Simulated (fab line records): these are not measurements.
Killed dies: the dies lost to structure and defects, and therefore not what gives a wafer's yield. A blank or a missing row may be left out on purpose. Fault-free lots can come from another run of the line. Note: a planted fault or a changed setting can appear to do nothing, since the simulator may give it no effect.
Chamber matching ; flow n5-finfet ; N5_STI_FIN_REVEAL_ALD_00 on ald-sin-02 has 4 sister chambers
The step deposits SiO2, target thk 1 nm, pulse time 1 s. 8 wafers are shown with their chamber, then 8 later ones without.

WAFERS PAIRED WITH THEIR CHAMBERS
wafer;chamber;heater-power-w (W);precursor-pulse-height-rel
L076.1;3;487;1.000
L076.5;2;450;0.988
L084.5;1;486;1.017
L084.6;0;461;1.027
L085.1;0;461;0.972
L085.4;1;484;1.031
L085.5;3;485;0.969
L086.2;2;455;1.011

WAFERS MISSING THEIR CHAMBER
wafer;heater-power-w (W);precursor-pulse-height-rel
L086.3;495;1.007
L086.6;467;1.003
L089.2;451;1.008
L089.4;471;0.993
L089.5;464;1.006
L095.2;471;0.986
L095.3;490;1.013
L095.4;451;1.008

CHAMBER TAKEN BY EACH
wafer;from the rows above;in truth
L086.3;can't be placed: 3 or 1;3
L086.6;0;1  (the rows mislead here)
L089.2;2;2
L089.4;0;0
L089.5;0;0
L095.2;0;0
L095.3;can't be placed: 3 or 1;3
L095.4;2;2
5 of 8 placed correctly. These rows do not allow placing 2 (true chamber among the candidates in 2). Number placed wrongly: 1.
How it was worked out, from the rows above alone: a wafer's distance from a chamber is the root of the sum, over the readings, of the square of ((its reading less the chamber's mean) divided by the reading's scatter). If the next closest chamber is less than 2 further off than the closest, the wafer can't be placed; otherwise it belongs to the closest. Each chamber's mean is taken over the wafers shown for it. The scatter: the root of (the sum of the squares of (reading less its chamber's mean) over the shown wafers, divided by (wafers less chambers)).
